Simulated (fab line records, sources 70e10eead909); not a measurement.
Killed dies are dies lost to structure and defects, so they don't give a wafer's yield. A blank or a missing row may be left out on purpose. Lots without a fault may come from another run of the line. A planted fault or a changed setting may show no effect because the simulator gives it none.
fab line records | flow nand_harc
record lots=6 wafers=18 last_day=33
route steps=1302 shown P_STI@102 P_GATE@110 END@1302
lots that met no fault: from a run of the same line without faults
start_h: hours from the record's first day to the start of the lot's first wafer shown | wait_h: hours since the lot's step before | " the same as in the row above | L1.1+2: a row that stands for several wafers | - no value, or no start given | * or withheld: withheld | < > ~ a bound
route shown NAME@n: a module of which the file shows steps, and the number in the route of the first | usual: mean/standard deviation of fault-free wafers | same: alike in all rows | chamber/n: place in a boat | sites: the reading at each site | _std_site: their standard deviation | _edge_site: outer sites' mean less inner sites' | radius_mm: how far each site lies from the wafer's centre | mask NAME#n: copy n | behind: the tool/chamber that last shaped the wafer | hold: why the lot was held/for how many hours/how that ended | device: the transistor (n, p or np) that didn't switch | end of line: the same wafers' tests at the end of the route | a step without rows: its recipe alone | killed: dies lost to structure and defects at the first sort, not the wafer's yield | map: a wafer's dies, x killed, . not, _ none there
set.NAME: the setting as run; set.NAME@STEP: as run at that earlier step | model.NAME: the simulator's own value behind a step, which no gauge read
lots at some steps of the route; a table a step, a row a wafer
services: from which hour (start_h, from the record's first day; less than 0 if before it) a tool's chamber was out of use, for how many hours, and why
## steps
# step NHARC_P_STI_SRD_35
# step NHARC_P_STI_ETCH_36
# recipe target_depth_a=388 chemistry=dHF material=SiO2
# step NHARC_P_STI_STRIP_24
# recipe temp_c=160 chemistry=H3PO4 material=Si3N4
# step NHARC_P_STI_ETCH_37
# recipe target_depth_a=110 chemistry=dHF material=SiO2
# step NHARC_P_STI_PRECLEAN_38
# recipe time_s=* temp_c=50 bath_age_min=0 chemistry=SC1
# step NHARC_P_STI_SRD_39
# step NHARC_P_STI_OXIDE_40
# recipe target_thk_a=100 temp_c=900 ox_time_s=1362 material=SiO2
# step NHARC_P_STI_INSPECT_25
# usual raw_defect_count=212/76
# columns lot.wafer tool chamber start_h wait_h raw_defect_count
L896.2 defect_inspect-01 - 72.94 0.4 163
L896.3 " - " " 176
L896.4 " - " " 298
L900.3 defect_inspect-01 - 117.19 0.4 250
L900.4 " - " " 212
L900.6 " - " " 272
L901.3 defect_inspect-01 - 124.20 0.4 187
L901.4 " - " " 376
L901.6 " - " " 248
L902.1 defect_inspect-02 - 139.38 0.4 156
L902.4 " - " " 250
L902.6 " - " " 275
L911.1 defect_inspect-01 - 221.75 0.4 129
L911.2 " - " " 152
L911.6 " - " " 157
L918.1 defect_inspect-02 - 296.68 0.4 161
L918.2 " - " " 236
L918.6 " - " " 202
# step NHARC_P_GATE_ETCH_69
# recipe target_depth_a=140 chemistry=dHF material=SiO2
# step NHARC_P_GATE_PRECLEAN_70
# recipe time_s=* temp_c=50 bath_age_min=0 chemistry=SC1
# step NHARC_P_GATE_SRD_01
# step NHARC_P_GATE_OXIDE_02
# recipe target_thk_a=375 temp_c=950 p_h2o_torr=720 ox_time_s=365 material=SiO2
# usual zone_power_bottom_pct=32.7/2.7
# columns lot.wafer tool chamber start_h wait_h zone_power_bottom_pct
L896.2 furnace-02 0 76.74 - 32.4
L896.3 " 0 " " 32.3
L896.4 " 0 " " 32.3
L900.3 furnace-02 0 120.91 - 32.6
L900.4 " 0 " " 32.2
L900.6 " 0 " " 32.5
L900.3 furnace-02 0 126.13 1.1 32.1
L900.4 " 0 " " 32.8
L900.6 " 0 " " 32.2
L901.3 furnace-02 0 127.93 - 32.4
L901.4 " 0 " " 31.9
L901.6 " 0 " " 32.7
L902.1 furnace-02 0 143.11 - 32.4
L902.4 " 0 " " 31.8
L902.6 " 0 " " 31.9
L902.1 furnace-05 0 147.69 0.4 27.7
L902.4 " 0 " " 28.1
L902.6 " 0 " " 28.0
L911.1 furnace-08 0 225.12 - 35.2
L911.2 " 0 " " 35.1
L911.6 " 0 " " 36.0
L918.1 furnace-02 0 303.33 - 32.6
L918.2 " 0 " " 32.4
L918.6 " 0 " " 32.0
# step NHARC_P_GATE_DEHYDRATE_03
# recipe temp_c=150 time_s=120
# step NHARC_END_SORT_01
# recipe temp_c=25
# usual killed_at_array=50/16 killed_at_other=0.8/1 killed_at_periphery=4/3.1 killed_dies=54/16 killed_open=3.2/2 killed_short=2.5/1.6
# same gross_dies=677
# columns lot.wafer tool chamber start_h wait_h killed_at_array killed_at_other killed_at_periphery killed_dies killed_open killed_short
L896.2 prober-01 0 581.50 2.8 24 0 3 27 6 2
L896.3 prober-01 0 582.31 3.1 18 0 1 19 1 1
L896.4 prober-01 0 583.13 3.4 28 0 2 30 4 7
L902.1 prober-01 0 633.54 2.5 49 0 5 54 4 1
L902.4 prober-01 0 635.96 3.4 53 2 2 57 3 1
L902.6 prober-01 0 637.57 4.0 36 0 6 42 3 0
# killed by level:class
L896.2 A_CHANNEL_HOLE_D2:chamber_film_flake=6 A_CONTACT:chamber_film_flake=5 A_CHANNEL_FILL_D2:geometric_particle:open=2 P_M1:chamber_film_flake=2 A_STAIRCASE:chamber_film_flake=2 A_M1:chamber_film_flake=2 P_M0:geometric_particle:short=1 A_CHANNEL_FILL_D1:geometric_particle:short=1
L896.3 A_CHANNEL_HOLE_D2:chamber_film_flake=7 A_CONTACT:chamber_film_flake=5 A_WL_FILL:geometric_particle:open=1 A_BLC:geometric_particle:short=1 P_M1:chamber_film_flake=1 A_ZERO_WELL:chamber_film_flake=1 A_CHANNEL_HOLE_D1:chamber_film_flake=1 A_CHANNEL_FILL_D1:chamber_film_flake=1
L896.4 A_CHANNEL_HOLE_D2:chamber_film_flake=8 A_M1:chamber_film_flake=4 A_CONTACT:chamber_film_flake=3 P_CONTACT:geometric_particle:open=1 A_ONON_D1:geometric_particle:short=1 A_CHANNEL_FILL_D1:geometric_particle:short=1 A_DECK1_JOINT:geometric_particle:short=1 A_ONON_D2:geometric_particle:short=1
L902.1 A_CHANNEL_HOLE_D2:chamber_film_flake=25 A_CHANNEL_HOLE_D1:chamber_film_flake=8 A_CHANNEL_FILL_D2:chamber_film_flake=4 A_CONTACT:chamber_film_flake=3 P_CONTACT:chamber_film_flake=2 A_DECK1_JOINT:chamber_film_flake=2 A_STAIRCASE:chamber_film_flake=2 P_STI:geometric_particle:short=1
L902.4 A_CHANNEL_HOLE_D2:chamber_film_flake=30 A_STAIRCASE:chamber_film_flake=5 A_CHANNEL_HOLE_D1:chamber_film_flake=4 A_DECK1_JOINT:chamber_film_flake=4 P_CONTACT:chamber_film_flake=2 A_CHANNEL_FILL_D2:chamber_film_flake=2 A_CONTACT:chamber_film_flake=2 A_ONON_D1:geometric_particle:open=1
L902.6 A_CHANNEL_HOLE_D2:chamber_film_flake=21 P_CONTACT:chamber_film_flake=5 A_CHANNEL_HOLE_D1:chamber_film_flake=3 A_CONTACT:chamber_film_flake=3 A_STAIRCASE:chamber_film_flake=2 A_WL_FILL:chamber_film_flake=2 A_ONON_D1:geometric_particle:open=1 A_WL_FILL:geometric_particle:open=1
## services
# columns tool chamber start_h hours kind
furnace-05 - 116.61 26.0 pm
## key
first_sign step=NHARC_P_GATE_OXIDE_02 reading=visit direction=added
effect none on later readings
met_at NHARC_P_GATE_OXIDE_02
struck_wafers L900.3,L900.4,L900.6,L902.1,L902.4,L902.6
tester_left_out L900,L902
fault kind=repeated_step_whole tool=furnace-02,furnace-05,furnace-08 chamber=- onset_h=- steps=NHARC_P_GATE_OXIDE_02 times=1 scope=struck_lots_only
# tester_left_out: of these lots the tester's yield and bins aren't shown, on N5 and GAA mostly nor the transistor test; their killed dies are dies lost to structure and defects alone, not to doping, threshold or leakage, so they don't give the yield
